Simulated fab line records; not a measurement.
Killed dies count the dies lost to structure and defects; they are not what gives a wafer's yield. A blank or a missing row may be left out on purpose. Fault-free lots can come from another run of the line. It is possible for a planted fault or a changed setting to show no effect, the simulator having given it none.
Matching of chambers    flow nandHarc    4 sister chambers for NHARC_A_CONTACT_ETCH_92 on rieDiel-05
The step etches the open film in CH3F/O2, target depth 40 nm, time 85.7 s. 4 wafers are shown with their chamber, then 7 later ones without.

## WAFERS PAIRED WITH THEIR CHAMBERS
wafer   chamber  showerheadPlenumPTorr (Torr)
L086.1  1        2.31
L086.5  3        2.55
L091.1  2        2.33
L091.2  0        2.29

## WAFERS WITHOUT THEIR CHAMBER
wafer   showerheadPlenumPTorr (Torr)
L091.6  2.30
L090.2  2.30
L090.4  2.55
L090.6  2.29
L093.1  2.29
L093.3  2.30
L093.5  2.55

## CHAMBER TAKEN BY EACH
wafer   from the rows above      in truth
L091.6  can't be placed: 0 or 1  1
L090.2  can't be placed: 0 or 1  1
L090.4  3                        3
L090.6  0                        0
L093.1  0                        0
L093.3  can't be placed: 0 or 1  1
L093.5  3                        3
Correct placement for 4 of the 7. Cannot be placed on the basis of these rows: 3; the candidates contain the true chamber in 3. Wrongly placed: 0.
How it was worked out, from the rows above alone: a wafer's distance from a chamber is the root of the sum, over the readings, of the square of ((its reading less the chamber's mean) divided by the reading's scatter). If the next closest chamber is less than 2 further off than the closest, the wafer can't be placed; otherwise it belongs to the closest. Each chamber's mean is taken over the wafers shown for it. The scatter: root of mean squared gap, hidden wafer to nearest shown wafer, with one shown wafer a chamber.
